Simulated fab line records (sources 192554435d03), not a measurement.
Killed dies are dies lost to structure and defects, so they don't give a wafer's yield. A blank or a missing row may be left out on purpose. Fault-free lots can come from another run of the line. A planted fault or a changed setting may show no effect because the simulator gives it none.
Which tool was responsible? | flow n5Finfet | 6 lots (18 wafers sampled), 1 step of a 1938-step route

== WHAT THE GAUGES SHOWED, per wafer ==
N5_MOL_CONTACT_COAG_CD_MEAS_137: the cd target is 16 nm.
lot  | measured     | on       | cdNm (nm)
L113 | day 5 07:50  | cdSem-01 | 16.3 16.4 16.1
L115 | day 5 23:29  | cdSem-01 | 16.1 15.8 15.6
L117 | day 6 05:20  | cdSem-01 | 16.5 16.2 16.5
L121 | day 7 05:38  | cdSem-01 | 16.2 15.8 15.9
L123 | day 7 19:16  | cdSem-01 | 16.0 16.0 15.7
L135 | day 10 19:30 | cdSem-01 | 16.4 16.7 15.8

== WHICH TOOL RAN EACH LOT (tool, then ch and the chambers of the sampled wafers, then the start) ==
Before these readings, the record contains no process step.

== THE ANSWER, worked out from the rows above alone ==
Rule: the usual values come from the lots themselves. The widest of any qualifying gaps counts: lots, ordered by their means at a reading, are off when they make up no more than a third of the lots, leave a main group of 4 or more, and stand apart from it by 3 or more times the standard deviation of that group's means. A main group whose means are all the same, to the digits that the tables above print for the reading, isn't used. Also off: a lot with no number at a reading for which 4 or more lots have one. Any other lot the step has rows for is counted as sound.
Nothing can be told from this: no lot is off at any reading shown.

== WHAT WAS PUT IN BY THE SIMULATOR ==
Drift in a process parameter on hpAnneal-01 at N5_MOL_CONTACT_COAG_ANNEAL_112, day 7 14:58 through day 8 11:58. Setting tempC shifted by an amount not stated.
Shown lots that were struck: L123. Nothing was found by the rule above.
